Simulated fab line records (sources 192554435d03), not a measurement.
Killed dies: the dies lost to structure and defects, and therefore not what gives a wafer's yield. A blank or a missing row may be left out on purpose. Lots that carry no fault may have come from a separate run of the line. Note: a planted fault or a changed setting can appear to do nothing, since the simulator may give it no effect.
A struck lot beside a sound one	flow n5_finfet	15 out of 1938 route steps
Sound: the wafers L349.2, L349.3, L349.5. Wafers struck: L350.2, L350.4, L350.5. The cause is named last.
Each step with rows lists, per side, the tool, then ch with its chambers, then its first start. Under that, the readings that differ: sound wafers	struck wafers	difference of the means	sigmas: that difference in standard deviations of wafers without a fault.
alike: words and numbers the same on both sides, and readings whose means are apart by under 2 such deviations; not compared: readings that were withheld, readings missing a value for some wafer, numbers with overlapping values and no deviation given by the record, and bounds like >300 which may hide the same value.
A row with sigmas, a row that says differs or no value, or rows on one side alone: a step with any of these is where the two part. When numbers do not overlap yet have no deviation, they are printed without sigmas and do not part them. Lack of a reading on every wafer of one side parts them only where that side has two or more wafers.

N5_BEOL_M1_ALD_84: deposits TaN, pulse time 2 s, purge time 3 s, co reactant purge time 2 s.
  sound on ald_metal-02 ch 0,1, day 6 21:00; struck on ald_metal-02 ch 0,3, day 7 00:35
  alike: heater_power_w
then, 7 steps without rows for these wafers: N5_BEOL_M1_SURFACE_TREAT_85; N5_BEOL_M1_CVD_47 (deposits Co from CCTBA/H2, target thk 3 nm, time 223.8 s); N5_BEOL_M1_SPUTTER_48 (material Cu, target thk 4.5 nm, time 8.29 s); N5_BEOL_M1_ANNEAL_49 (time 240 s); N5_BEOL_M1_SPUTTER_79 (material Cu, target thk 4.5 nm, time 8.29 s); N5_BEOL_M1_ANNEAL_80 (time 240 s); N5_BEOL_M1_SPUTTER_81 (material Cu, target thk 4.5 nm, time 8.29 s).
N5_BEOL_M1_ANNEAL_82: time 240 s.
  sound: pvd_sputter-02 at day 6 22:03; struck: pvd_sputter-01 at day 7 01:35
  alike: heater_power_w, susceptor_temp_C
N5_BEOL_M1_SPUTTER_86: material Cu, target thk 4.5 nm, time 8.29 s.
  sound: pvd_sputter-02 at day 6 22:11; struck: pvd_sputter-01 at day 7 01:44
  alike: chuck_sensor_temp_C, throttle_valve_pct
then, 1 step without rows for these wafers: N5_BEOL_M1_ANNEAL_87 (time 240 s).
N5_BEOL_M1_SPUTTER_88: material Cu, target thk 4.5 nm, time 8.29 s.
  sound: pvd_sputter-02 at day 6 22:25; struck: pvd_sputter-01 at day 7 01:57
  alike: chuck_sensor_temp_C, throttle_valve_pct
N5_BEOL_M1_ANNEAL_89: time 240 s.
  sound: pvd_sputter-02 at day 6 22:29; struck: pvd_sputter-01 at day 7 02:02
  no value came back on the struck wafers for heater_power_w (W), susceptor_temp_C (C); on the sound wafers heater_power_w (W) reads 898 870 897
N5_BEOL_M1_SPUTTER_90: material Cu, target thk 4.5 nm, time 8.29 s.
  sound: pvd_sputter-02 at day 6 22:38; struck: pvd_sputter-01 at day 7 02:10
  alike: chuck_sensor_temp_C, throttle_valve_pct
N5_BEOL_M4_RC_MEAS_101:
  sound on prober-02 ch 0, day 8 07:23; struck on prober-02 ch 0, day 8 10:20
reading	sound	struck	difference	sigmas
VT_P (mV)	-242 -243 -246	-251 -253 -248	-7	-2
  alike: DIBL_N, DIBL_P, IOFF_N, IOFF_P, ION_N, ION_P, SS_N, SS_P, VT_N

== WHERE THEY PART ==
At N5_BEOL_M1_ANNEAL_89 first; at N5_BEOL_M4_RC_MEAS_101 last (within this record only).

WHY: the cause the simulator had injected
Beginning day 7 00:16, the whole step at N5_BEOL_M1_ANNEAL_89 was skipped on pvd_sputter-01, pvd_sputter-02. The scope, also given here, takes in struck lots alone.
